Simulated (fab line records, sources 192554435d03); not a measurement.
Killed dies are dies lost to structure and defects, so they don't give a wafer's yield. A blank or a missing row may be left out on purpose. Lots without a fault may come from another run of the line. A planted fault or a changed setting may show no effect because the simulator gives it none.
Problem report in the 8D (eight disciplines) form, filled by code | flow n5_finfet | the parts of the form that need people (team, actions taken, sign-off) are left out

1. THE PROBLEM
bias_w at N5_GATE_CUT_ETCH_56 reads a mean of 48.89 W on 9 wafers of 3 lots; wafers without a fault read 59.96 W with a standard deviation of 0.18. That is -61 standard deviations from the usual mean.
The step: etches TiN in Cl2/Ar, target depth 21.6 nm.
First seen on wafer L230.1, day 7 22:37, on rie_metal-01. The record holds 21 wafers of 7 lots with a number at this step. Rule for "out", or "out of limits": more than 4 standard deviations from the usual mean. The other wafers with a number count as sound.

2. WHAT IT IS AND WHAT IT IS NOT
question                    | is                     | is not
which readings at this step | bias_w                 | drypump_motor_current_A, oes_product_au, throttle_valve_pct
which lots                  | L230, L233, L234       | L221, L225, L236, L240
which wafers of those lots  | all that have a number | -
read on which tools         | rie_metal-01           | rie_metal-02, rie_metal-03
when                        | from day 7 22:37       | up to then (6 sound wafers); but 6 sound wafers of L236, L240 came after

3. SUSPECTS, AND WHAT RULES EACH OUT
Counting: a tool at a process step up to the reading stays a suspect if it ran every lot that is out and no sound lot after the first of them.
- rie_metal-01 at N5_GATE_CUT_ETCHBACK_00 (etches W in SF6/Cl2): kept. It ran every lot that is out, first L230 (day 7 22:29), and no sound lot after that; its last sound lot up to then is L225 (day 6 01:50).
- rie_metal-01 at N5_GATE_CUT_ETCH_56 (etches TiN in Cl2/Ar, target depth 21.6 nm): kept. It ran every lot that is out, first L230 (day 7 22:37), and no sound lot after that; its last sound lot up to then is L225 (day 6 01:58). Its own readings are out on those wafers: bias_w.
Left after counting: rie_metal-01 at N5_GATE_CUT_ETCHBACK_00, rie_metal-01 at N5_GATE_CUT_ETCH_56.

4. THE CAUSE (what the simulator had put in)
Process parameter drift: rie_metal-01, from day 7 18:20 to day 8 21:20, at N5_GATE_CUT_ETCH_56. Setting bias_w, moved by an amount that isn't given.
Counting left 2 suspects, and this tool is among them.

5. THE CHAIN OF EFFECTS, in route order
Each row: a reading whose mean over the struck wafers that have a number lies more than 3 standard deviations from the usual. Only readings for which the record gives a usual standard deviation are gone through. hours: the time from each lot's start at the first step in this table that gives one to its start at this step, as a median over the lots. sigmas: the change in usual standard deviations.
hours | step                | reading | usual   | on struck wafers | change | sigmas
0     | N5_GATE_CUT_ETCH_56 | bias_w  | 59.96 W | 48.89            | -11.07 | -61
The process steps in it:
- N5_GATE_CUT_ETCH_56: etches TiN in Cl2/Ar, target depth 21.6 nm.
Later measuring or inspecting steps at which every struck wafer that the step has a row for has a number for every such reading, and none has moved that far: N5_BEOL_M4_RC_MEAS_101.

6. WHAT WOULD HAVE CAUGHT IT SOONER
In this record the first reading out of limits was taken at day 7 22:37, 4 hours after the fault began at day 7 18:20.
